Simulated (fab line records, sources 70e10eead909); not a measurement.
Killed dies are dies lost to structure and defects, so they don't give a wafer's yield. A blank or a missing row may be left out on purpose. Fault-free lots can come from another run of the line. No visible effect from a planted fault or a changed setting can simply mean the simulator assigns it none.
fab line records	flow nandHarc
record lots=6	wafers=18	lastDay=24
route steps=1159 shown P_GATE@205 P_CONTACT@217 END@1159
lots untouched by any fault: they come from a run of this same line in which no faults occurred
startH: hours from the record's opening day to when the first of the lot's shown wafers began	waitH: time in hours since the lot's previous step	" repeats the value in the row above	L1.1+2: a single row standing in for several wafers	- no value present, or no start provided	* or withheld: withheld	< > ~ a bound
route shown NAME@n: names a module that has steps shown in the file, with the first one's number in the route	usual: mean/standard deviation taken from wafers without a fault	same: alike in all rows	chamber/n: place in a boat	sites: readings site by site	_std_site: how widely they spread, as a standard deviation	_edge_site: inner sites' mean taken away from outer sites' mean	radiusMm: for every site, how far away it sits from the centre of the wafer	mask NAME#n: copy n	behind: the most recent tool/chamber to have shaped the wafer	hold: what put the lot on hold/how long, in hours/how the hold closed	device: transistor that didn't switch, given as n, p or np	end of line: the tests these same wafers got at the end of their route	a step with no rows: only its recipe	killed: dies that structure and defects cost at the first sort, which is not the same as the wafer's yield	map: shows each die of a wafer: x if killed, . if not, _ if none is there
set.NAME: the run value of the setting; set.NAME@STEP: its run value at that earlier step	model.NAME: the simulator's own value behind a step, which no gauge read
lots at selected steps of the route; one table per step, one row per wafer
services: from which hour (startH, from the record's first day; less than 0 if before it) a tool's chamber was out of use, for how many hours, and why
## steps
# step NHARC_P_GATE_STRIP_95
# recipe powerW=1500	tempC=250	chemistry=O2
# usual drypumpMotorCurrentA=6.1/0.32	heaterPowerW=316/9.3
lot.wafer	tool	chamber	startH	waitH	drypumpMotorCurrentA	heaterPowerW	rfHoursCounterH
L368.2	plasmaAsher-02	1	109.27	0.6	6.6	309	34
L368.1	"	0	"	"	6.0	314	34
L368.3	"	0	"	"	6.0	314	-
L370.2	plasmaAsher-01	0	123.66	0.5	5.8	315	6
L370.3	"	0	"	"	5.8	324	-
L370.5	"	1	"	"	5.9	320	-
L377.1	plasmaAsher-02	0	170.87	5.3	6.0	308	52
L377.3	"	1	"	"	6.6	312	-
L377.6	"	0	"	"	6.0	311	-
L381.1	plasmaAsher-01	0	182.01	0.6	5.8	330	26
L381.2	"	1	"	"	5.9	317	26
L381.3	"	0	"	"	5.8	323	-
L382.2	plasmaAsher-01	1	183.07	0.6	5.9	318	27
L382.1	"	0	"	"	5.8	326	27
L382.3	"	0	"	"	5.8	336	-
L390.1	plasmaAsher-01	0	240.68	0.5	5.8	327	46
L390.4	"	0	"	"	5.8	319	-
L390.6	"	0	"	"	5.8	329	-
# step NHARC_P_GATE_STRIP_96
# recipe timeS=900	tempC=130	chemistry=SPM
# step NHARC_P_GATE_RTA_64
# recipe tempC=1050	timeS=1
# usual lampPowerPct=38.6/0.45	lamp_zone_2_pct=38.6/0.45	lamp_zone_4_pct=38.6/0.45	wafer_temp_C_max=1057.2/1.9
lot.wafer	tool	chamber	startH	waitH	lampPowerPct	lamp_zone_2_pct	lamp_zone_4_pct	wafer_temp_C_max
L368.1	rtpAnneal-02	0	109.84	-	38.9	38.9	38.9	1063.1
L368.2	"	0	"	"	39.0	38.9	38.9	1058.9
L368.3	"	0	"	"	38.8	38.9	38.8	1057.6
L370.2	rtpAnneal-02	0	124.24	-	39.0	38.9	38.9	1057.3
L370.3	"	0	"	"	38.9	38.9	38.9	1057.0
L370.5	"	0	"	"	38.9	38.9	38.9	1060.3
L377.1	rtpAnneal-01	0	171.43	-	37.9	37.8	37.9	1054.8
L377.3	"	0	"	"	37.8	37.8	37.9	1054.2
L377.6	"	0	"	"	37.9	37.9	37.9	1055.6
L381.1	rtpAnneal-02	0	182.57	-	38.9	38.8	38.9	1058.0
L381.2	"	0	"	"	38.9	38.9	38.9	1059.0
L381.3	"	0	"	"	38.9	38.9	38.9	1059.9
L382.1	rtpAnneal-02	0	183.63	-	38.9	38.9	38.9	1057.1
L382.2	"	0	"	"	38.9	38.9	38.8	1058.3
L382.3	"	0	"	"	38.9	38.9	38.8	1059.0
L390.1	rtpAnneal-02	0	241.30	-	39.0	38.9	38.9	1059.4
L390.4	"	0	"	"	38.8	38.8	38.9	1059.1
L390.6	"	0	"	"	38.9	38.9	38.9	1058.5
# step NHARC_P_GATE_ETCH_77
# recipe targetDepthA=60	chemistry=dHF	material=SiO2
# step NHARC_P_GATE_DEGAS_109
# recipe tempC=300	timeS=60
# usual heaterPowerW=471/53
lot.wafer	tool	chamber	startH	waitH	heaterPowerW
L368.2	pvdSputter-01	-	110.21	0.2	406
L368.1	"	-	"	"	544
L368.3	"	-	"	"	458
L370.3	pvdSputter-02	-	124.51	0.1	434
L370.2	"	-	"	"	461
L370.5	"	-	"	"	429
L377.1	pvdSputter-03	-	171.74	0.1	429
L377.3	"	-	"	"	525
L377.6	"	-	"	"	435
L381.3	pvdSputter-02	-	182.88	0.1	443
L381.1	"	-	"	"	450
L381.2	"	-	"	"	555
L382.2	pvdSputter-03	-	183.96	0.1	409
L382.3	"	-	"	"	447
L382.1	"	-	"	"	531
L390.1	pvdSputter-02	-	241.61	0.1	460
L390.4	"	-	"	"	427
L390.6	"	-	"	"	464
# step NHARC_P_GATE_PRE_CLEAN_110
# recipe timeS=30	biasV=200	gas=Ar
# step NHARC_P_GATE_SPUTTER_78
# recipe targetThkA=100	material=Ni
# step NHARC_P_GATE_SPUTTER_79
# recipe targetThkA=100	material=TiN
# step NHARC_P_GATE_RTA_80
# recipe tempC=300	timeS=30
# step NHARC_P_GATE_STRIP_67
# recipe timeS=600	tempC=130	chemistry=SPM
# step NHARC_P_GATE_RTA_82
# recipe tempC=450	timeS=30
# usual lampPowerPct=4.50/0.057	lamp_zone_2_pct=4.50/0.057	lamp_zone_4_pct=4.50/0.057	wafer_temp_C_max=452.8/0.76
lot.wafer	tool	chamber	startH	waitH	lampPowerPct	lamp_zone_2_pct	lamp_zone_4_pct	wafer_temp_C_max
L368.1	rtpAnneal-01	0	111.37	-	4.44	4.44	4.44	452.5
L368.2	"	0	"	"	4.44	4.45	4.44	451.9
L368.3	"	0	"	"	4.44	4.44	4.44	452.4
L370.2	rtpAnneal-02	0	125.29	-	4.55	4.55	4.55	453.4
L370.3	"	0	"	"	4.54	4.55	4.56	453.5
L370.5	"	0	"	"	4.55	4.55	4.56	454.2
L377.1	rtpAnneal-01	0	172.49	-	4.44	4.44	4.44	452.1
L377.3	"	0	"	"	4.44	4.44	4.44	452.0
L377.6	"	0	"	"	4.44	4.44	4.44	452.0
L381.1	rtpAnneal-01	0	183.79	-	4.43	4.44	4.44	453.1
L381.2	"	0	"	"	4.44	4.44	4.45	451.4
L381.3	"	0	"	"	4.44	4.44	4.43	451.7
L382.1	rtpAnneal-01	0	184.71	-	4.44	4.44	4.44	451.8
L382.2	"	0	"	"	4.44	4.43	4.44	451.5
L382.3	"	0	"	"	4.43	4.43	4.44	451.3
L390.1	rtpAnneal-01	0	242.37	-	4.43	4.44	4.44	452.7
L390.4	"	0	"	"	4.44	4.44	4.45	452.6
L390.6	"	0	"	"	4.44	4.44	4.44	452.5
# step NHARC_P_GATE_INSPECT_68
# usual rawDefectCount=191/73
lot.wafer	tool	chamber	startH	waitH	rawDefectCount
L368.1	defectInspect-02	-	111.57	0.2	218
L368.2	"	-	"	"	339
L368.3	"	-	"	"	217
L370.2	defectInspect-02	-	125.46	0.1	222
L370.3	"	-	"	"	153
L370.5	"	-	"	"	187
L377.1	defectInspect-02	-	172.69	0.2	158
L377.3	"	-	"	"	101
L377.6	"	-	"	"	109
L381.1	defectInspect-02	-	183.99	0.2	180
L381.2	"	-	"	"	236
L381.3	"	-	"	"	163
L382.1	defectInspect-01	-	184.91	0.2	115
L382.2	"	-	"	"	60
L382.3	"	-	"	"	136
L390.1	defectInspect-02	-	242.59	0.2	188
L390.4	"	-	"	"	134
L390.6	"	-	"	"	206
# step NHARC_P_CONTACT_DEP_30
# recipe targetThkA=300	tempC=400	targetThkNm=30	flowSccm=200	rfW=450	material=SiNx
# usual heaterPowerW=764/140	rfFwdPowerW=448.8/1.5
lot.wafer	tool	chamber	startH	waitH	heaterPowerW	rfFwdPowerW
L368.2	pecvd-02	2	111.69	0.1	832	452.1
L368.1	"	0	"	"	711	447.0
L368.3	"	1	"	"	662	449.9
L370.2	pecvd-01	0	125.53	0.1	614	447.2
L370.3	"	0	"	"	617	446.1
L370.5	"	0	"	"	608	444.2
L377.1	pecvd-02	2	172.85	0.2	842	448.8
L377.3	"	0	"	"	741	450.3
L377.6	"	0	"	"	766	451.1
L381.2	pecvd-01	0	184.24	0.3	671	447.3
L381.1	"	1	"	"	1009	377.8
L381.3	"	2	"	"	724	449.2
L382.1	pecvd-01	1	184.97	0.1	997	376.9
L382.2	"	2	"	"	684	448.6
L382.3	"	0	"	"	600	446.8
L390.1	pecvd-02	0	242.99	0.4	736	447.5
L390.6	"	1	"	"	615	450.4
L390.4	"	0	"	"	744	446.3
# step NHARC_P_CONTACT_DEP_00
# recipe targetThkA=5000	tempC=400	pressureTorr=6.5	rfW=900	teosFlowSccm=161.4	flowSccm=2650	targetThkNm=500	gas=O2	material=SiO2
# usual heaterPowerW=605/160	rfFwdPowerW=898.1/2.8	showerheadVppV=1831/110	throttleValvePct=16.3/0.52
lot.wafer	tool	chamber	startH	waitH	heaterPowerW	rfFwdPowerW	showerheadVppV	throttleValvePct
L368.2	pecvd-02	2	-	-	696	899.3	1898	15.5
L368.1	"	0	"	"	500	895.6	1829	16.2
L368.3	"	1	"	"	528	900.9	1935	16.1
L370.2	pecvd-01	0	125.88	0.3	388	897.2	1670	16.7
L370.3	"	0	"	"	417	899.6	1657	16.6
L370.5	"	0	"	"	449	895.1	1666	16.5
L377.1	pecvd-02	2	-	-	572	905.4	1879	15.9
L377.3	"	0	"	"	569	898.7	1892	16.5
L377.6	"	0	"	"	605	898.8	1854	16.4
L381.2	pecvd-01	0	-	-	489	898.0	1682	16.9
L381.1	"	1	"	"	829	896.9	2002	16.7
L381.3	"	2	"	"	559	896.7	1787	15.8
L382.1	pecvd-01	1	-	-	909	898.2	2013	16.7
L382.2	"	2	"	"	571	900.0	1774	16.2
L382.3	"	0	"	"	502	896.9	1691	16.3
L390.1	pecvd-02	0	-	-	468	893.8	1869	16.8
L390.6	"	1	"	"	544	901.7	1917	15.9
L390.4	"	0	"	"	519	888.6	1865	16.7
# step NHARC_END_SORT_01
# recipe tempC=25
# usual killedAtArray=25/9.8	killedAtOther=0.8/1.1	killedAtPeriphery=3.3/2.1	killedDies=29/10	killedOpen=3.3/1.8	killedShort=1.9/1.4
# same grossDies=677
lot.wafer	tool	chamber	startH	waitH	killedAtArray	killedAtOther	killedAtPeriphery	killedDies	killedOpen	killedShort
L377.1	prober-02	0	509.85	2.5	27	4	2	33	4	1
L377.3	prober-02	0	511.45	3.1	42	6	3	51	4	3
L377.6	prober-02	0	513.84	4.0	31	1	7	39	5	3
# killed by level:class
L377.1 A_SLIT:chamberFilmFlake=11 A_CHANNEL_HOLE_D1:chamberFilmFlake=7 A_CONTACT:chamberFilmFlake=4 THIN_TSV:chamberFilmFlake=3 P_GATE:geometricParticle:open=1 A_ONON_D1:geometricParticle:open=1 A_SGD_CUT:geometricParticle:open=1 A_SGD_CUT:geometricParticle:short=1
L377.3 A_SLIT:chamberFilmFlake=15 A_CHANNEL_HOLE_D1:chamberFilmFlake=12 A_CONTACT:chamberFilmFlake=6 THIN_TSV:chamberFilmFlake=6 A_WL_FILL:geometricParticle:short=2 P_M0:geometricParticle:open=1 A_ONON_D1:geometricParticle:open=1 A_WL_FILL:geometricParticle:open=1
L377.6 A_SLIT:chamberFilmFlake=13 A_CHANNEL_HOLE_D1:chamberFilmFlake=10 P_STI:chamberFilmFlake=3 P_GATE:geometricParticle:open=2 P_CONTACT:geometricParticle:open=1 P_M1:geometricParticle:open=1 A_SOURCE_PLATE:geometricParticle:open=1 A_CHANNEL_HOLE_D1:geometricParticle:short=1
## services
tool	chamber	startH	hours	kind
pvdSputter-01	-	95.05	3.5	repair
pecvd-02	1	97.21	6.1	repair
plasmaAsher-01	-	99.00	9.0	pm
pvdSputter-03	-	102.02	10.0	pm
pecvd-01	1	115.54	17.7	repair
pvdSputter-03	-	149.10	1.8	repair
pecvd-02	-	153.17	13.0	pm
pecvd-02	0	153.17	13.0	ventCycle
pecvd-02	1	153.17	13.0	ventCycle
pecvd-02	2	153.17	13.0	ventCycle
pvdSputter-03	-	157.13	3.6	repair
pvdSputter-01	-	161.99	10.0	pm
pecvd-02	0	166.17	-	clean
pecvd-02	1	166.17	-	clean
pecvd-02	2	166.17	-	clean
pecvd-01	-	178.03	1.0	repair
plasmaAsher-02	-	183.25	9.0	pm
pvdSputter-02	-	214.06	10.0	pm
pvdSputter-03	-	221.23	11.6	repair
pecvd-01	2	228.91	5.2	repair
pecvd-01	-	237.14	13.0	pm
pecvd-01	0	237.14	148.2	ventCycle
pecvd-01	1	237.14	13.0	ventCycle
pecvd-01	2	237.14	13.0	ventCycle
## key
firstSign step=NHARC_P_CONTACT_DEP_30	reading=rfFwdPowerW	direction=down	sigmas=49	usual=*	struck=*
effect none on later readings
metAt NHARC_P_CONTACT_DEP_30
struckWafers L381.1,L382.1
testerLeftOut L381,L382
fault kind=processParameterDrift	tool=pecvd-01	chamber=1	onsetH=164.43	steps=NHARC_P_CONTACT_DEP_30	channel=rfW	offset=*	shape=step	endH=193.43	actsIn=*	stated=*
# testerLeftOut: of these lots the tester's yield and bins aren't shown, on N5 and GAA mostly nor the transistor test; their killed dies are dies lost to structure and defects alone, not to doping, threshold or leakage, so they don't give the yield
